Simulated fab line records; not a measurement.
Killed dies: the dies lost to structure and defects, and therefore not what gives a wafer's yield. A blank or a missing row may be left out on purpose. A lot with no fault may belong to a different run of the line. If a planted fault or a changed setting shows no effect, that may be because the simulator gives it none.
Which tool was responsible?    flow nand-harc    Sampling: 12 lots, 34 wafers, 5 of 1159 route steps

== WHAT THE GAUGES SHOWED, per wafer ==
NHARC_END_SORT_01. Usual: killed-at-array 26, standard deviation 9.9; killed-at-other 0.8, standard deviation 1; killed-at-periphery 2.8, standard deviation 2.2; killed-dies 29, standard deviation 9.9; killed-open 3.2, standard deviation 1.8; killed-short 2.1, standard deviation 1.4.
lot   measured      on         killed-at-array  killed-at-other  killed-at-periphery  killed-dies  killed-open  killed-short  flag
L401  day 22 10:30  prober-01  21 674           0 0              1 3                  22 677       6 6          4 7           OFF
L402  day 22 23:37  prober-02  34 663           0 0              7 2                  41 665       6 3          0 2           OFF

== TOOL THAT RAN EACH LOT (tool first, then ch and the chambers of the sampled wafers, then the start) ==
lot   NHARC_A_STAIRCASE_TRIM_202                     NHARC_A_STAIRCASE_DESCUM_219        NHARC_A_STAIRCASE_TRIM_229          NHARC_A_STAIRCASE_ETCH_236
L387  rie-diel-08 ch 0,1,2, day 11 02:32 or earlier  rie-diel-07 ch 0,2,3, day 11 02:32  rie-diel-08 ch 0,1,3, day 11 03:39  rie-diel-08 ch 0,1,3, day 11 04:31
L390  rie-diel-08 ch 2,3, day 11 18:53 or earlier    rie-diel-07 ch 2,3, day 11 18:53    rie-diel-07 ch 1,3, day 11 22:53    rie-diel-07 ch 0,1,2, day 12 00:20
L393  rie-diel-07 ch 1,2, day 12 07:01 or earlier    rie-diel-07 ch 1,2,3, day 12 07:01  rie-diel-07 ch 2,3, day 12 08:49    rie-diel-07 ch 0,1,2, day 12 09:51
L392  rie-diel-07 ch 0,1,2, day 12 08:53 or earlier  rie-diel-08 ch 2,3, day 12 08:53    rie-diel-08 ch 1,2,3, day 12 10:04  rie-diel-08 ch 0,1,2, day 12 10:56
L396  rie-diel-08 ch 0,1,2, day 13 02:23 or earlier  rie-diel-02 ch 0,2, day 13 02:23    rie-diel-08 ch 0,1, day 13 03:40    rie-diel-08 ch 1,2, day 13 06:01
L398  rie-diel-02 ch 0,3, day 13 19:38 or earlier    rie-diel-07 ch 2,3, day 13 19:38    rie-diel-07 ch 0,1, day 13 20:49    rie-diel-07 ch 1,2,3, day 13 22:12
L401  rie-diel-07 ch 1,3, day 14 12:11 or earlier    rie-diel-02 ch 2, day 14 12:11      rie-diel-08 ch 2,3, day 14 13:35    rie-diel-08 ch 0,1, day 14 16:01
L402  rie-diel-07 ch 0,3, day 15 00:26 or earlier    rie-diel-07 ch 1,2, day 15 00:26    rie-diel-08 ch 2,3, day 15 01:50    rie-diel-08 ch 0,2, day 15 04:22
L406  rie-diel-02 ch 2,3, day 15 18:02 or earlier    rie-diel-07 ch 1,3, day 15 18:02    rie-diel-07 ch 0,3, day 15 19:13    rie-diel-07 ch 2,3, day 15 20:53
L407  rie-diel-08 ch 1,2, day 16 02:49 or earlier    rie-diel-07 ch 0,1,3, day 16 02:49  rie-diel-07 ch 1,2, day 16 04:01    rie-diel-07 ch 1,2, day 16 05:01
L408  rie-diel-08 ch 0,1,3, day 16 07:26 or earlier  rie-diel-08 ch 0,2,3, day 16 07:26  rie-diel-07 ch 1,3, day 16 08:59    rie-diel-07 ch 0,2, day 16 10:02
L409  rie-diel-07 ch 0,2, day 16 14:38 or earlier    rie-diel-07 ch 1,2,3, day 16 14:38  rie-diel-07 ch 0,1,2, day 16 15:44  rie-diel-07 ch 0,2,3, day 16 16:46
- NHARC_A_STAIRCASE_TRIM_202: chemistry O2, time 211.2 s.
- NHARC_A_STAIRCASE_DESCUM_219: chemistry O2, time 3 s.
- NHARC_A_STAIRCASE_TRIM_229: chemistry O2, time 211.2 s.
- NHARC_A_STAIRCASE_ETCH_236: etches the open film in C4F8/O2, target depth 100 nm, time 40.5 s.

== AS READ BY THE TOOLS THEMSELVES (means over the sampled wafers that have a number; for cases with no such wafer, the mark the record gives instead) ==
NHARC_A_STAIRCASE_TRIM_202. Usual: drypump-motor-current-A 5.7 A, standard deviation 0.59; oes-product-au 0.999 a.u., standard deviation 0.0079; rf-vpp-V 57.8 V, standard deviation 0.96; showerhead-plenum-p-Torr 3.57 Torr, standard deviation 0.16; throttle-valve-pct 17.037 %, standard deviation 0.0083.
lot   tool         drypump-motor-current-A (A)  oes-product-au (a.u.)  rf-vpp-V (V)  showerhead-plenum-p-Torr (Torr)  throttle-valve-pct (%)  flag
L387  rie-diel-08  6.3                          1.002                  57.7          3.54                             17.035                  
L390  rie-diel-08  6.3                          0.995                  58.6          3.53                             17.039                  
L393  rie-diel-07  5.0                          0.995                  57.1          3.57                             17.040                  
L392  rie-diel-07  4.9                          0.996                  58.5          3.65                             17.038                  
L396  rie-diel-08  6.3                          0.998                  57.4          3.53                             17.033                  
L398  rie-diel-02  5.6                          0.991                  58.0          3.61                             17.027                  
L401  rie-diel-07  5.3                          0.999                  57.3          3.44                             17.038                  
L402  rie-diel-07  5.2                          1.000                  57.2          3.55                             17.037                  
L406  rie-diel-02  6.0                          0.996                  58.5          3.64                             17.031                  
L407  rie-diel-08  6.4                          1.004                  57.9          3.50                             17.039                  
L408  rie-diel-08  6.2                          1.006                  57.2          3.61                             17.040                  
L409  rie-diel-07  4.8                          1.005                  57.7          3.70                             17.032                  

NHARC_A_STAIRCASE_DESCUM_219. Usual: drypump-motor-current-A 5.5 A, standard deviation 0.59; oes-product-au 0.999 a.u., standard deviation 0.0076; rf-vpp-V 57.8 V, standard deviation 0.96; showerhead-plenum-p-Torr 1.93 Torr, standard deviation 0.095; throttle-valve-pct 11.313 %, standard deviation 0.0089.
lot   tool         drypump-motor-current-A (A)  oes-product-au (a.u.)  rf-vpp-V (V)  showerhead-plenum-p-Torr (Torr)  throttle-valve-pct (%)  flag
L387  rie-diel-07  5.2                          1.001                  57.9          1.94                             11.310                  
L390  rie-diel-07  5.5                          0.997                  57.4          1.84                             11.305                  
L393  rie-diel-07  5.2                          1.002                  58.7          1.89                             11.312                  
L392  rie-diel-08  6.3                          1.005                  58.1          1.91                             11.307                  
L396  rie-diel-02  5.9                          1.003                  57.9          2.02                             11.314                  
L398  rie-diel-07  5.6                          0.998                  57.3          1.84                             11.317                  
L401  rie-diel-02  6.3                          0.988                  58.6          1.93                             11.303                  
L402  rie-diel-07  4.9                          1.000                  57.9          1.93                             11.322                  
L406  rie-diel-07  5.1                          0.995                  57.5          1.88                             11.307                  
L407  rie-diel-07  5.1                          1.000                  58.3          1.93                             11.314                  
L408  rie-diel-08  6.2                          1.011                  57.0          1.91                             11.310                  
L409  rie-diel-07  5.2                          0.999                  57.1          1.88                             11.309                  

NHARC_A_STAIRCASE_TRIM_229. Usual: drypump-motor-current-A 5.6 A, standard deviation 0.59; oes-product-au 0.999 a.u., standard deviation 0.008; rf-vpp-V 57.8 V, standard deviation 0.83; showerhead-plenum-p-Torr 3.57 Torr, standard deviation 0.17; throttle-valve-pct 17.036 %, standard deviation 0.01.
lot   tool         drypump-motor-current-A (A)  oes-product-au (a.u.)  rf-vpp-V (V)  showerhead-plenum-p-Torr (Torr)  throttle-valve-pct (%)  flag
L387  rie-diel-08  6.3                          1.001                  57.5          3.64                             17.036                  
L390  rie-diel-07  5.5                          0.996                  58.1          3.41                             17.042                  
L393  rie-diel-07  5.3                          1.006                  57.7          3.48                             17.039                  
L392  rie-diel-08  6.4                          1.008                  57.5          3.52                             17.044                  
L396  rie-diel-08  6.1                          0.988                  58.4          3.64                             17.042                  
L398  rie-diel-07  4.7                          0.993                  58.6          3.72                             17.042                  
L401  rie-diel-08  6.3                          1.004                  57.0          3.46                             17.035                  
L402  rie-diel-08  6.3                          1.011                  57.2          3.46                             17.026                  
L406  rie-diel-07  5.1                          1.004                  58.0          3.62                             17.038                  
L407  rie-diel-07  4.9                          0.993                  58.8          3.55                             17.031                  
L408  rie-diel-07  5.5                          0.993                  57.6          3.39                             17.047                  
L409  rie-diel-07  4.9                          0.998                  57.9          3.63                             17.037                  

NHARC_A_STAIRCASE_ETCH_236. Usual: oes-product-au 0.942 a.u., standard deviation 0.0099; rf-vpp-V 897 V, standard deviation 6.3; run-length-s 61.9 s, standard deviation 0.41.
lot   tool         oes-product-au (a.u.)  rf-vpp-V (V)  run-length-s (s)  flag
L387  rie-diel-08  0.947                  899           61.5              
L390  rie-diel-07  0.937                  900           62.2              
L393  rie-diel-07  0.940                  900           62.4              
L392  rie-diel-08  0.942                  895           61.9              
L396  rie-diel-08  0.941                  894           61.5              
L398  rie-diel-07  0.938                  894           62.0              
L401  rie-diel-08  0.948                  900           67.7              OFF
L402  rie-diel-08  0.942                  894           67.8              OFF
L406  rie-diel-07  0.949                  890           62.0              
L407  rie-diel-07  0.939                  897           61.8              
L408  rie-diel-07  0.936                  902           62.3              
L409  rie-diel-07  0.940                  897           62.3              

== THE ANSWER, worked out from the rows above alone ==
Rule: a lot is off if the mean of its wafers that have a number lies more than 3 standard deviations from the usual mean. Also off: a lot with no number at a reading for which 4 or more lots have one. The other lots that the step has rows for count as sound. The gauges are gone through in route order, then the tools' own readings, and for those a lot's mean is taken as printed above. The first step at which some lot is off is used, and at that step the reading that is off furthest; a lot without a number counts as furthest.
Off, at NHARC_END_SORT_01 on killed-dies: L401, L402. Neither off nor sound, because the step has no rows for them: L387, L390, L393, L392, L396, L398, L406, L407, L408, L409.
If a tool, at a process step before that reading, ran all the lots that are off and no sound lot after the first of them, it fits. Not tried: the gauges at NHARC_END_SORT_01; whatever is off there is also off at NHARC_A_STAIRCASE_ETCH_236, on other tools, and gauge error can't account for it. NHARC_A_STAIRCASE_TRIM_202: start missing for some lots; hours and lot order therefore follow NHARC_A_STAIRCASE_DESCUM_219. 2 tools fit, rie-diel-07 at NHARC_A_STAIRCASE_TRIM_202 and rie-diel-08 at NHARC_A_STAIRCASE_TRIM_229 and NHARC_A_STAIRCASE_ETCH_236, so this cannot tell which one it is.

== WHAT WAS PUT IN BY THE SIMULATOR ==
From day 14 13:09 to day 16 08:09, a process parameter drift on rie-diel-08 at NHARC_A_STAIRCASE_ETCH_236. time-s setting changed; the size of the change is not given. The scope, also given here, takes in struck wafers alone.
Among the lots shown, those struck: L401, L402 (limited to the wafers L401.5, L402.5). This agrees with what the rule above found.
